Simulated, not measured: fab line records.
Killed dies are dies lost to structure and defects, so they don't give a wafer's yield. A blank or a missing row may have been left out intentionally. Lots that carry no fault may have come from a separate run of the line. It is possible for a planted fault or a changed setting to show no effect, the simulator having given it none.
A lot that was struck, set against a sound lot -- flow n5Finfet -- 15 out of 1938 route steps
Sound: wafers L379.3, L379.5, L379.6. Struck: wafers L381.2, L381.4, L381.6. The cause comes at the end.
Each step with rows lists, per side, the tool, then ch with its chambers, then its first start. Under that, the readings that differ: sound wafers -- struck wafers -- difference of the means -- sigmas: that difference in standard deviations of wafers without a fault.
alike: readings whose means differ by less than 2 such deviations, and words and numbers that are the same on both sides. not compared: withheld readings, readings that some wafer has no value for, bounds like >300 that may hide the same value, and numbers for which the record gives no deviation and whose values overlap.
Wherever a step has rows on one side only, a row that says differs or no value, or a row with sigmas, the two part there. When numbers do not overlap yet have no deviation, they are printed without sigmas and do not part them. A reading that every wafer of one side lacks parts them only if that side has two wafers or more.

first, 8 steps without rows for these wafers: N5_BEOL_M13_COAT_58 (time 60 s, resist thk 89 nm); N5_BEOL_M13_COAT_04 (resist thk 400 nm); N5_BEOL_M13_EBR_06; N5_BEOL_M13_SOFTBAKE_05 (time 60 s); N5_BEOL_M13_EXPOSE_07 (exposes mask V12); N5_BEOL_M13_PEB_08 (peb time 90 s); N5_BEOL_M13_DEVELOP_09 (develop time 45 s); N5_BEOL_M13_HARDBAKE_14 (time 120 s).
N5_BEOL_M13_CD_MEAS_10: the cd target is 190 nm.
  sound on cdSem-03 ch 0, day 11 23:55; struck on cdSem-01 ch 0, day 12 18:28
  alike: cdNm
N5_BEOL_M13_OVL_MEAS_11:
  sound on overlay-01 ch 0, day 11 23:57; struck on overlay-01 ch 0, day 12 18:30
  alike: V12_OVL
N5_BEOL_M13_INSPECT_12: inspects for defects (macro).
  sound on defectInspect-01, day 11 23:58; struck on defectInspect-01, day 12 18:31
  alike: rawDefectCount
N5_BEOL_M13_DESCUM_15: chemistry O2, time 7.9 s.
  sound on rieDiel-02 ch 2,3, day 12 00:00; struck on rieDiel-02 ch 1,3, day 12 18:34
  alike: drypumpMotorCurrentA, oesProductAu, rfVppV, showerheadPlenumPTorr, throttleValvePct
  not compared: rfHoursCounterH
N5_BEOL_M13_ETCH_59: etches BARC in N2/H2, target depth 89 nm, overetch 26.7 nm, time 67.9 s.
  sound on rieDiel-02 ch 2,3, day 12 00:02; struck on rieDiel-02 ch 1,3, day 12 18:35
reading,sound,struck,difference,sigmas
biasW (W),150.3 150.0 150.0,134.7 134.6 134.7,-15.4,-38
rfVppV (V),524.6 525.1 523.9,487.9 488.4 489.9,-35.8,-16
  alike: drypumpMotorCurrentA, oesProductAu, showerheadPlenumPTorr, throttleValvePct
  not compared: rfHoursCounterH
N5_BEOL_M13_VIA_ETCH_16: etches SiOC in C4F8/O2/Ar, target depth 921.7 nm.
  sound on rieDiel-02 ch 2,3, day 12 00:05; struck on rieDiel-02 ch 1,3, day 12 18:38
  alike: biasW, drypumpMotorCurrentA, oesProductAu, rfVppV, showerheadPlenumPTorr, throttleValvePct
N5_PASSIVATION_PROBE_49:
  rows exist in the record for the sound wafers here (prober-01, day 13 09:08), none for the struck ones

WHERE THEY PART
Earliest at N5_BEOL_M13_ETCH_59; latest, in this record, at N5_PASSIVATION_PROBE_49.

WHY: what the simulator had put in
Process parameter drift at N5_BEOL_M13_ETCH_59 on rieDiel-02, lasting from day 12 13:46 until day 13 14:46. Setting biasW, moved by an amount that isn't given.
